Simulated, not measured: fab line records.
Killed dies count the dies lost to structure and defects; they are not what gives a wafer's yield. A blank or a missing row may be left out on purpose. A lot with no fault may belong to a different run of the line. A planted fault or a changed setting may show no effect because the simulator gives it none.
Chamber matching | flow nand harc | NHARC_P_STI_ETCH_15 on rie si-02 has 4 sister chambers
The step etches the open film in HBr/Cl2, target depth 300 nm, time 100.1 s. 4 wafers are shown with their chamber, then 7 later ones without.

== WAFERS PAIRED WITH THEIR CHAMBERS ==
wafer  | chamber | drypump motor current A (A)
L740.5 | 2       | 5.7
L743.6 | 3       | 5.9
L746.1 | 1       | 5.6
L746.4 | 0       | 5.0

== WAFERS WHOSE CHAMBER IS MISSING ==
wafer  | drypump motor current A (A)
L746.6 | 5.7
L754.1 | 6.0
L754.5 | 5.9
L754.6 | 5.7
L755.1 | 5.0
L755.3 | 5.6
L755.5 | 5.6

== WHICH CHAMBER EACH WENT THROUGH ==
wafer  | from the rows above | in truth
L746.6 | 2                   | 2
L754.1 | 3                   | 3
L754.5 | 3                   | 3
L754.6 | 2                   | 2
L755.1 | 0                   | 0
L755.3 | 1                   | 1
L755.5 | 1                   | 1
Placed correctly: 7 of 7. Number that these rows cannot place: 0. Wrongly placed: 0.
How it was worked out, from the rows above alone: a wafer's distance from a chamber is the root of the sum, over the readings, of the square of ((its reading less the chamber's mean) divided by the reading's scatter). The wafer belongs to the nearest chamber; if the next one is less than 2 further off, it can't be placed. Each chamber's mean is taken over the wafers shown for it. The scatter (one wafer shown for each chamber): square how far every hidden wafer sits from the nearest shown wafer, average those squares and take the square root.
